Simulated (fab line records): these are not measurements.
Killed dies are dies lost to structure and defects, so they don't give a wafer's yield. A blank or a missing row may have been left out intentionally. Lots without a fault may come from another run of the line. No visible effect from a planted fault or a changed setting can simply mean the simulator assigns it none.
Which tool did it? || flow nand_harc || Sampling: 24 lots, 72 wafers, 4 of 1159 route steps

## WHAT THE GAUGES READ, wafer by wafer
NHARC_P_M2_THK_MEAS_24: measures by xrf.
{"lot": "L074", "measured": "day 6 01:58", "on": "film_metro-02", "thk_nm (nm)": "141.4 142.5 141.5"}
{"lot": "L075", "measured": "day 6 12:22", "on": "film_metro-02", "thk_nm (nm)": "142.8 144.3 141.9"}
{"lot": "L077", "measured": "day 7 01:29", "on": "film_metro-02", "thk_nm (nm)": "143.3 141.6 145.7"}
{"lot": "L076", "measured": "day 7 01:47", "on": "film_metro-02", "thk_nm (nm)": "147.0 142.1 146.0"}
{"lot": "L078", "measured": "day 7 11:14", "on": "film_metro-01", "thk_nm (nm)": "144.4 144.4 146.2"}
{"lot": "L079", "measured": "day 7 11:45", "on": "film_metro-02", "thk_nm (nm)": "146.2 146.2 144.5"}
{"lot": "L080", "measured": "day 8 07:33", "on": "film_metro-02", "thk_nm (nm)": "144.4 143.0 147.1"}
{"lot": "L082", "measured": "day 8 08:31", "on": "film_metro-01", "thk_nm (nm)": "145.2 144.6 143.4"}
{"lot": "L081", "measured": "day 8 08:49", "on": "film_metro-01", "thk_nm (nm)": "142.8 141.9 143.5"}
{"lot": "L083", "measured": "day 8 16:29", "on": "film_metro-01", "thk_nm (nm)": "143.6 142.6 141.7"}
{"lot": "L084", "measured": "day 9 02:14", "on": "film_metro-02", "thk_nm (nm)": "143.3 143.5 144.7"}
{"lot": "L085", "measured": "day 9 10:05", "on": "film_metro-02", "thk_nm (nm)": "144.3 144.6 143.9"}
{"lot": "L086", "measured": "day 9 11:02", "on": "film_metro-01", "thk_nm (nm)": "145.6 147.6 144.2"}
{"lot": "L087", "measured": "day 9 23:00", "on": "film_metro-01", "thk_nm (nm)": "145.1 144.6 143.9"}
{"lot": "L089", "measured": "day 9 23:16", "on": "film_metro-02", "thk_nm (nm)": "142.0 143.6 145.7"}
{"lot": "L088", "measured": "day 9 23:48", "on": "film_metro-02", "thk_nm (nm)": "145.5 145.3 144.3"}
{"lot": "L091", "measured": "day 10 09:58", "on": "film_metro-02", "thk_nm (nm)": "142.7 144.3 143.0"}
{"lot": "L090", "measured": "day 10 09:47", "on": "film_metro-02", "thk_nm (nm)": "144.7 144.0 143.5"}
{"lot": "L093", "measured": "day 11 05:20", "on": "film_metro-01", "thk_nm (nm)": "144.0 141.9 143.1"}
{"lot": "L092", "measured": "day 11 05:50", "on": "film_metro-02", "thk_nm (nm)": "144.2 144.2 144.7"}
{"lot": "L095", "measured": "day 11 06:37", "on": "film_metro-01", "thk_nm (nm)": "141.7 144.4 144.2"}
{"lot": "L094", "measured": "day 11 09:56", "on": "film_metro-02", "thk_nm (nm)": "144.4 143.1 145.0"}
{"lot": "L096", "measured": "day 11 16:25", "on": "film_metro-02", "thk_nm (nm)": "140.7 140.1 142.1"}
{"lot": "L097", "measured": "day 11 17:18", "on": "film_metro-02", "thk_nm (nm)": "142.7 142.9 143.4"}

NHARC_A_ZERO_WELL_INSPECT_17.
{"lot": "L074", "measured": "day 6 09:28", "on": "defect_inspect-02", "raw_defect_count": "6 10 9"}
{"lot": "L075", "measured": "day 6 19:51", "on": "defect_inspect-02", "raw_defect_count": "8 13 25"}
{"lot": "L077", "measured": "day 7 09:02", "on": "defect_inspect-02", "raw_defect_count": "4 14 4"}
{"lot": "L076", "measured": "day 7 09:51", "on": "defect_inspect-01", "raw_defect_count": "5 3 5"}
{"lot": "L078", "measured": "day 7 18:44", "on": "defect_inspect-02", "raw_defect_count": "17 15 9"}
{"lot": "L079", "measured": "day 7 19:34", "on": "defect_inspect-01", "raw_defect_count": "10 6 8"}
{"lot": "L080", "measured": "day 8 15:03", "on": "defect_inspect-01", "raw_defect_count": "18 18 15"}
{"lot": "L082", "measured": "day 8 16:31", "on": "defect_inspect-02", "raw_defect_count": "8 16 15"}
{"lot": "L081", "measured": "day 8 16:41", "on": "defect_inspect-02", "raw_defect_count": "6 16 11"}
{"lot": "L083", "measured": "day 8 23:44", "on": "defect_inspect-02", "raw_defect_count": "7 8 10"}
{"lot": "L084", "measured": "day 9 09:56", "on": "defect_inspect-01", "raw_defect_count": "7 6 7"}
{"lot": "L085", "measured": "day 9 17:29", "on": "defect_inspect-01", "raw_defect_count": "7 6 16"}
{"lot": "L086", "measured": "day 9 18:32", "on": "defect_inspect-01", "raw_defect_count": "15 13 14"}
{"lot": "L087", "measured": "day 10 08:08", "on": "defect_inspect-01", "raw_defect_count": "13 7 7"}
{"lot": "L089", "measured": "day 10 08:34", "on": "defect_inspect-01", "raw_defect_count": "3 6 9"}
{"lot": "L088", "measured": "day 10 08:41", "on": "defect_inspect-01", "raw_defect_count": "9 5 5"}
{"lot": "L091", "measured": "day 10 17:46", "on": "defect_inspect-01", "raw_defect_count": "10 27 11"}
{"lot": "L090", "measured": "day 10 18:06", "on": "defect_inspect-01", "raw_defect_count": "4 4 6"}
{"lot": "L093", "measured": "day 11 13:04", "on": "defect_inspect-01", "raw_defect_count": "16 18 8"}
{"lot": "L092", "measured": "day 11 14:45", "on": "defect_inspect-01", "raw_defect_count": "9 12 11"}
{"lot": "L095", "measured": "day 11 14:29", "on": "defect_inspect-01", "raw_defect_count": "11 19 28"}
{"lot": "L094", "measured": "day 11 17:31", "on": "defect_inspect-01", "raw_defect_count": "6 7 1"}
{"lot": "L096", "measured": "day 11 23:57", "on": "defect_inspect-02", "raw_defect_count": "8 9 5"}
{"lot": "L097", "measured": "day 12 00:58", "on": "defect_inspect-01", "raw_defect_count": "16 8 8"}

NHARC_A_ONON_D1_THK_MEAS_34: measures by ellipsometry.
{"lot": "L074", "measured": "day 7 19:49", "on": "film_metro-01", "thk_nm (nm)": "201.4 203.9 202.8"}
{"lot": "L075", "measured": "day 8 10:46", "on": "film_metro-02", "thk_nm (nm)": "203.9 200.8 202.6"}
{"lot": "L077", "measured": "day 8 19:23", "on": "film_metro-01", "thk_nm (nm)": "201.0 200.2 203.6"}
{"lot": "L076", "measured": "day 8 19:07", "on": "film_metro-01", "thk_nm (nm)": "196.8 204.0 199.4"}
{"lot": "L078", "measured": "day 9 03:52", "on": "film_metro-02", "thk_nm (nm)": "197.1 199.9 203.9"}
{"lot": "L079", "measured": "day 9 03:53", "on": "film_metro-02", "thk_nm (nm)": "197.8 199.3 197.2"}
{"lot": "L080", "measured": "day 10 00:48", "on": "film_metro-01", "thk_nm (nm)": "205.7 207.1 204.6"}
{"lot": "L082", "measured": "day 10 00:32", "on": "film_metro-01", "thk_nm (nm)": "202.1 202.1 198.9"}
{"lot": "L081", "measured": "day 10 00:35", "on": "film_metro-01", "thk_nm (nm)": "201.3 205.4 203.6"}
{"lot": "L083", "measured": "day 10 11:08", "on": "film_metro-01", "thk_nm (nm)": "200.9 199.7 202.8"}
{"lot": "L084", "measured": "day 10 20:03", "on": "film_metro-02", "thk_nm (nm)": "201.8 204.0 202.4"}
{"lot": "L085", "measured": "day 11 03:52", "on": "film_metro-02", "thk_nm (nm)": "196.9 202.2 202.5"}
{"lot": "L086", "measured": "day 11 03:52", "on": "film_metro-01", "thk_nm (nm)": "201.9 203.8 200.9"}
{"lot": "L087", "measured": "day 11 20:50", "on": "film_metro-02", "thk_nm (nm)": "199.3 200.5 203.3"}
{"lot": "L089", "measured": "day 11 20:34", "on": "film_metro-02", "thk_nm (nm)": "199.6 202.4 200.1"}
{"lot": "L088", "measured": "day 11 20:52", "on": "film_metro-01", "thk_nm (nm)": "197.9 203.3 202.4"}
{"lot": "L091", "measured": "day 12 03:11", "on": "film_metro-01", "thk_nm (nm)": "196.1 198.2 203.3"}
{"lot": "L090", "measured": "day 12 03:11", "on": "film_metro-02", "thk_nm (nm)": "200.4 201.6 202.8"}
{"lot": "L093", "measured": "day 12 22:53", "on": "film_metro-02", "thk_nm (nm)": "199.4 197.6 202.1"}
{"lot": "L092", "measured": "day 12 23:02", "on": "film_metro-01", "thk_nm (nm)": "199.3 201.6 201.1"}
{"lot": "L095", "measured": "day 12 22:47", "on": "film_metro-01", "thk_nm (nm)": "198.8 202.5 204.2"}
{"lot": "L094", "measured": "day 13 02:59", "on": "film_metro-02", "thk_nm (nm)": "199.7 200.8 204.0"}
{"lot": "L096", "measured": "day 13 12:04", "on": "film_metro-02", "thk_nm (nm)": "202.1 201.4 204.0"}
{"lot": "L097", "measured": "day 13 11:47", "on": "film_metro-01", "thk_nm (nm)": "198.7 198.5 204.4"}

## TOOL THAT RAN EACH LOT (tool first, then ch and the chambers of the sampled wafers, then the start)
{"lot": "L074", "NHARC_P_M2_PVD_20": "pvd_sputter-01, day 6 01:58 or earlier"}
{"lot": "L075", "NHARC_P_M2_PVD_20": "pvd_sputter-01, day 6 12:22 or earlier"}
{"lot": "L077", "NHARC_P_M2_PVD_20": "pvd_sputter-01, day 7 01:29 or earlier"}
{"lot": "L076", "NHARC_P_M2_PVD_20": "pvd_sputter-02, day 7 01:47 or earlier"}
{"lot": "L078", "NHARC_P_M2_PVD_20": "pvd_sputter-01, day 7 11:14 or earlier"}
{"lot": "L079", "NHARC_P_M2_PVD_20": "pvd_sputter-02, day 7 11:45 or earlier"}
{"lot": "L080", "NHARC_P_M2_PVD_20": "pvd_sputter-01, day 8 07:33 or earlier"}
{"lot": "L082", "NHARC_P_M2_PVD_20": "pvd_sputter-02, day 8 08:31 or earlier"}
{"lot": "L081", "NHARC_P_M2_PVD_20": "pvd_sputter-01, day 8 08:49 or earlier"}
{"lot": "L083", "NHARC_P_M2_PVD_20": "pvd_sputter-03, day 8 16:29 or earlier"}
{"lot": "L084", "NHARC_P_M2_PVD_20": "pvd_sputter-01, day 9 02:14 or earlier"}
{"lot": "L085", "NHARC_P_M2_PVD_20": "pvd_sputter-03, day 9 10:05 or earlier"}
{"lot": "L086", "NHARC_P_M2_PVD_20": "pvd_sputter-02, day 9 11:02 or earlier"}
{"lot": "L087", "NHARC_P_M2_PVD_20": "pvd_sputter-02, day 9 23:00 or earlier"}
{"lot": "L089", "NHARC_P_M2_PVD_20": "pvd_sputter-01, day 9 23:16 or earlier"}
{"lot": "L088", "NHARC_P_M2_PVD_20": "pvd_sputter-03, day 9 23:48 or earlier"}
{"lot": "L091", "NHARC_P_M2_PVD_20": "pvd_sputter-03, day 10 09:58 or earlier"}
{"lot": "L090", "NHARC_P_M2_PVD_20": "pvd_sputter-01, day 10 09:47 or earlier"}
{"lot": "L093", "NHARC_P_M2_PVD_20": "pvd_sputter-01, day 11 05:20 or earlier"}
{"lot": "L092", "NHARC_P_M2_PVD_20": "pvd_sputter-02, day 11 05:50 or earlier"}
{"lot": "L095", "NHARC_P_M2_PVD_20": "pvd_sputter-01, day 11 06:37 or earlier"}
{"lot": "L094", "NHARC_P_M2_PVD_20": "pvd_sputter-02, day 11 09:56 or earlier"}
{"lot": "L096", "NHARC_P_M2_PVD_20": "pvd_sputter-03, day 11 16:25 or earlier"}
{"lot": "L097", "NHARC_P_M2_PVD_20": "pvd_sputter-01, day 11 17:18 or earlier"}
- NHARC_P_M2_PVD_20: deposits TaN, target thk 5 nm, time 8.06 s.

## AS READ BY THE TOOLS THEMSELVES (means over the sampled wafers that have a number; for cases with no such wafer, the mark the record gives instead)
NHARC_P_M2_PVD_20.
{"lot": "L074", "tool": "pvd_sputter-01", "throttle_valve_pct (%)": 30.8}
{"lot": "L075", "tool": "pvd_sputter-01", "throttle_valve_pct (%)": 30.5}
{"lot": "L077", "tool": "pvd_sputter-01", "throttle_valve_pct (%)": 30.1}
{"lot": "L076", "tool": "pvd_sputter-02", "throttle_valve_pct (%)": 29.4}
{"lot": "L078", "tool": "pvd_sputter-01", "throttle_valve_pct (%)": 30.9}
{"lot": "L079", "tool": "pvd_sputter-02", "throttle_valve_pct (%)": 30.1}
{"lot": "L080", "tool": "pvd_sputter-01", "throttle_valve_pct (%)": 30.9}
{"lot": "L082", "tool": "pvd_sputter-02", "throttle_valve_pct (%)": 30.0}
{"lot": "L081", "tool": "pvd_sputter-01", "throttle_valve_pct (%)": 30.8}
{"lot": "L083", "tool": "pvd_sputter-03", "throttle_valve_pct (%)": 30.5}
{"lot": "L084", "tool": "pvd_sputter-01", "throttle_valve_pct (%)": 30.7}
{"lot": "L085", "tool": "pvd_sputter-03", "throttle_valve_pct (%)": 30.4}
{"lot": "L086", "tool": "pvd_sputter-02", "throttle_valve_pct (%)": 29.4}
{"lot": "L087", "tool": "pvd_sputter-02", "throttle_valve_pct (%)": 30.1}
{"lot": "L089", "tool": "pvd_sputter-01", "throttle_valve_pct (%)": 29.7}
{"lot": "L088", "tool": "pvd_sputter-03", "throttle_valve_pct (%)": 30.4}
{"lot": "L091", "tool": "pvd_sputter-03", "throttle_valve_pct (%)": 29.9}
{"lot": "L090", "tool": "pvd_sputter-01", "throttle_valve_pct (%)": 30.0}
{"lot": "L093", "tool": "pvd_sputter-01", "throttle_valve_pct (%)": 30.0}
{"lot": "L092", "tool": "pvd_sputter-02", "throttle_valve_pct (%)": 28.5}
{"lot": "L095", "tool": "pvd_sputter-01", "throttle_valve_pct (%)": 30.1}
{"lot": "L094", "tool": "pvd_sputter-02", "throttle_valve_pct (%)": 29.3}
{"lot": "L096", "tool": "pvd_sputter-03", "throttle_valve_pct (%)": 29.7}
{"lot": "L097", "tool": "pvd_sputter-01", "throttle_valve_pct (%)": 30.3}

## THE ANSWER, worked out from the rows above alone
Rule: what is usual is taken from the lots themselves. The widest of any qualifying gaps counts: lots, ordered by their means at a reading, are off when they make up no more than a third of the lots, leave a main group of 4 or more, and stand apart from it by 3 or more times the standard deviation of that group's means. The tables above print the reading to a certain number of digits; a main group whose means all agree to those digits is not used. A lot without any number at a reading at which 4 lots or more have one is off too. Where the step has rows for the other lots, those lots are counted as sound. Order of review: gauges by route order, followed by the tools' own readings, for which a lot's mean as printed above is used. The first step at which some lot is off is used, and at that step the reading that is off furthest; a lot without a number counts as furthest.
None of the lots is off at any reading shown; this tells nothing.

## WHAT THE SIMULATOR HAD INSERTED
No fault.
